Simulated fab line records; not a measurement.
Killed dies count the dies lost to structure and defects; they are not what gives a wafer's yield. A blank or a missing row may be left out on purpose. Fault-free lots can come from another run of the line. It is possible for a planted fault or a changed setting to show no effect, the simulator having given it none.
Which tool was responsible? :: flow n5_finfet :: Sampling: 10 lots, 30 wafers, 5 of 1938 route steps

## WHAT THE GAUGES READ, wafer by wafer
N5_BEOL_M4_RC_MEAS_101.
lot: L630
measured: day 7 22:14
on: prober-01
DIBL_N (mV/V): 33.2 34.0 32.9

lot: L633
measured: day 8 15:06
on: prober-02
DIBL_N (mV/V): 33.5 35.2 37.1

lot: L639
measured: day 10 04:53
on: prober-02
DIBL_N (mV/V): 35.7 33.3 36.9

lot: L640
measured: day 10 11:17
on: prober-02
DIBL_N (mV/V): 37.7 37.4 36.4

lot: L643
measured: day 11 04:47
on: prober-02
DIBL_N (mV/V): 36.8 35.7 36.5

lot: L645
measured: day 11 15:17
on: prober-01
DIBL_N (mV/V): 39.8 38.1 38.0

lot: L647
measured: day 12 12:33
on: prober-02
DIBL_N (mV/V): 35.1 38.1 35.5

lot: L632
measured: day 13 19:43
on: prober-02
DIBL_N (mV/V): 35.2 34.6 35.8

lot: L651
measured: day 13 21:15
on: prober-01
DIBL_N (mV/V): 37.1 35.3 36.2

lot: L653
measured: day 14 16:55
on: prober-02
DIBL_N (mV/V): 34.9 40.0 37.2

## EACH LOT AND THE TOOL THAT RAN IT (in order: tool; ch and the chambers of the sampled wafers; start)
lot: L630
N5_BEOL_M2_SPUTTER_90: pvd_sputter-01, day 7 00:34
N5_BEOL_M2_ANNEAL_91: pvd_sputter-01, day 7 00:38
N5_BEOL_M2_SPUTTER_96: pvd_sputter-01, day 7 01:13
N5_BEOL_M2_ANNEAL_51: rtp_anneal-01 ch 0, day 7 01:25

lot: L633
N5_BEOL_M2_SPUTTER_90: pvd_sputter-03, day 7 14:19
N5_BEOL_M2_ANNEAL_91: pvd_sputter-03, day 7 14:23
N5_BEOL_M2_SPUTTER_96: pvd_sputter-03, day 7 14:58
N5_BEOL_M2_ANNEAL_51: rtp_anneal-02 ch 0, day 7 15:10

lot: L639
N5_BEOL_M2_SPUTTER_90: pvd_sputter-01, day 9 03:10
N5_BEOL_M2_ANNEAL_91: pvd_sputter-01, day 9 03:14
N5_BEOL_M2_SPUTTER_96: pvd_sputter-01, day 9 03:49
N5_BEOL_M2_ANNEAL_51: rtp_anneal-02 ch 0, day 9 04:04

lot: L640
N5_BEOL_M2_SPUTTER_90: pvd_sputter-03, day 9 08:09
N5_BEOL_M2_ANNEAL_91: pvd_sputter-03, day 9 08:14
N5_BEOL_M2_SPUTTER_96: pvd_sputter-03, day 9 08:49
N5_BEOL_M2_ANNEAL_51: rtp_anneal-02 ch 0, day 9 09:00

lot: L643
N5_BEOL_M2_SPUTTER_90: pvd_sputter-03, day 10 03:32
N5_BEOL_M2_ANNEAL_91: pvd_sputter-03, day 10 03:37
N5_BEOL_M2_SPUTTER_96: pvd_sputter-03, day 10 04:12
N5_BEOL_M2_ANNEAL_51: rtp_anneal-02 ch 0, day 10 04:25

lot: L645
N5_BEOL_M2_SPUTTER_90: pvd_sputter-01, day 10 06:17
N5_BEOL_M2_ANNEAL_91: pvd_sputter-01, day 10 06:22
N5_BEOL_M2_SPUTTER_96: pvd_sputter-01, day 10 06:57
N5_BEOL_M2_ANNEAL_51: rtp_anneal-01 ch 0, day 10 07:14

lot: L647
N5_BEOL_M2_SPUTTER_90: pvd_sputter-01, day 10 23:23
N5_BEOL_M2_ANNEAL_91: pvd_sputter-01, day 10 23:28
N5_BEOL_M2_SPUTTER_96: pvd_sputter-01, day 11 00:02
N5_BEOL_M2_ANNEAL_51: rtp_anneal-01 ch 0, day 11 00:14

lot: L632
N5_BEOL_M2_SPUTTER_90: pvd_sputter-01, day 12 11:56
N5_BEOL_M2_ANNEAL_91: pvd_sputter-01, day 12 12:01
N5_BEOL_M2_SPUTTER_96: pvd_sputter-01, day 12 12:35
N5_BEOL_M2_ANNEAL_51: rtp_anneal-02 ch 0, day 12 12:53

lot: L651
N5_BEOL_M2_SPUTTER_90: pvd_sputter-02, day 12 16:57
N5_BEOL_M2_ANNEAL_91: pvd_sputter-02, day 12 17:02
N5_BEOL_M2_SPUTTER_96: pvd_sputter-02, day 12 17:37
N5_BEOL_M2_ANNEAL_51: rtp_anneal-01 ch 0, day 12 17:53

lot: L653
N5_BEOL_M2_SPUTTER_90: pvd_sputter-03, day 13 09:17
N5_BEOL_M2_ANNEAL_91: pvd_sputter-03, day 13 09:22
N5_BEOL_M2_SPUTTER_96: pvd_sputter-03, day 13 09:57
N5_BEOL_M2_ANNEAL_51: rtp_anneal-02 ch 0, day 13 10:09
- N5_BEOL_M2_SPUTTER_90: material Cu, target thk 4.5 nm, time 8.29 s.
- N5_BEOL_M2_ANNEAL_91: time 240 s.
- N5_BEOL_M2_SPUTTER_96: material Cu, target thk 4.5 nm, time 8.29 s.
- N5_BEOL_M2_ANNEAL_51: time 90 s.

## THE ANSWER, worked out from the rows above alone
Rule: the lots themselves supply what counts as usual. The widest of any qualifying gaps counts: lots, ordered by their means at a reading, are off when they make up no more than a third of the lots, leave a main group of 4 or more, and stand apart from it by 3 or more times the standard deviation of that group's means. A main group whose means are all the same, to the digits that the tables above print for the reading, isn't used. Also off: a lot with no number at a reading for which 4 or more lots have one. All remaining lots with rows at the step are treated as sound.
No lot is off at any reading shown: from this, nothing can be told.

## WHAT THE SIMULATOR PUT IN
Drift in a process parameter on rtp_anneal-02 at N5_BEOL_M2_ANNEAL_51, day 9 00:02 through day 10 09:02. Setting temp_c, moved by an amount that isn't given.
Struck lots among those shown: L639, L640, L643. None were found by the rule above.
